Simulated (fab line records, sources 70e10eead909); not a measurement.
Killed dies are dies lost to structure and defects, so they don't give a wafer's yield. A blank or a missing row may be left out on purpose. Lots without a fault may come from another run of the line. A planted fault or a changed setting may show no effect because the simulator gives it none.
Chamber matching | flow nand_harc | NHARC_A_CHANNEL_FILL_D1_ALD_14 on ald_hk-01: 4 sister chambers
The step deposits SiO2, target thk 2.5 nm, pulse time 10 s, ald cycles 25. 22 wafers are shown with their chamber, then 11 later ones without.

WAFERS WITH THEIR CHAMBER
wafer  | chamber | heater_power_w (W) | precursor_pulse_height_rel
L074.3 | 1       | 478                | 0.992
L074.4 | 0       | 398                | 1.028
L074.6 | 0       | 396                | 0.989
L074.1 | 2       | 443                | 1.011
L074.2 | 3       | 427                | 0.965
L074.5 | 1       | 472                | 0.999
L078.4 | 2       | 446                | 1.001
L078.5 | 0       | 394                | 1.008
L078.6 | 1       | 479                | 0.986
L079.1 | 0       | 388                | 0.962
L079.4 | 2       | 436                | 0.964
L079.5 | 1       | 476                | 0.966
L080.3 | 3       | 416                | 1.040
L080.4 | 2       | 449                | 0.981
L080.6 | 2       | 440                | 1.004
L082.1 | 1       | 473                | 0.979
L082.3 | 2       | 442                | 1.018
L082.5 | 3       | 423                | 1.031
L085.1 | 1       | 478                | 1.017
L085.2 | 3       | 438                | 1.051
L085.4 | 2       | 416                | 0.975
L085.3 | 0       | 384                | 0.997

SIGNATURES (means of the wafers above)
reading                    | chamber 0 | chamber 1 | chamber 2 | chamber 3 | scatter within a chamber
heater_power_w             | 392.00    | 476.00    | 438.86    | 426.00    | 7.98
precursor_pulse_height_rel | 0.99680   | 0.98983   | 0.99343   | 1.02175   | 0.0245
Rule: a wafer's distance from a chamber is the root of the sum, over the readings, of the square of ((its reading less the chamber's mean) divided by the reading's scatter). The wafer belongs to the nearest chamber; if the next one is less than 2 further off, it can't be placed. The scatter: the root of (the sum of the squares of (reading less its chamber's mean) over the shown wafers, divided by (wafers less chambers)).

WAFERS WITHOUT THEIR CHAMBER
wafer  | heater_power_w (W) | precursor_pulse_height_rel
L085.5 | 445                | 0.998
L085.6 | 416                | 0.992
L090.1 | 422                | 1.013
L090.2 | 464                | 0.984
L090.5 | 412                | 0.993
L096.2 | 475                | 0.976
L096.4 | 441                | 1.016
L096.6 | 421                | 1.050
L096.1 | 396                | 0.988
L096.3 | 427                | 1.005
L096.5 | 477                | 0.985

WHICH CHAMBER EACH WENT THROUGH
wafer  | from the rows above          | in truth
L085.5 | can't be placed: 2 or 3      | 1
L085.6 | can't be placed: 3 or 2 or 0 | 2
L090.1 | can't be placed: 3 or 2      | 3
L090.2 | can't be placed: 1 or 2      | 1
L090.5 | can't be placed: 3 or 0 or 2 | 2
L096.2 | 1                            | 1
L096.4 | can't be placed: 2 or 3      | 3
L096.6 | can't be placed: 3 or 2      | 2
L096.1 | 0                            | 0
L096.3 | can't be placed: 3 or 2      | 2
L096.5 | 1                            | 1
Placed correctly: 3 of 11. Can't be placed from these rows: 8 (the true chamber is among the candidates in 7). Placed wrongly: 0.
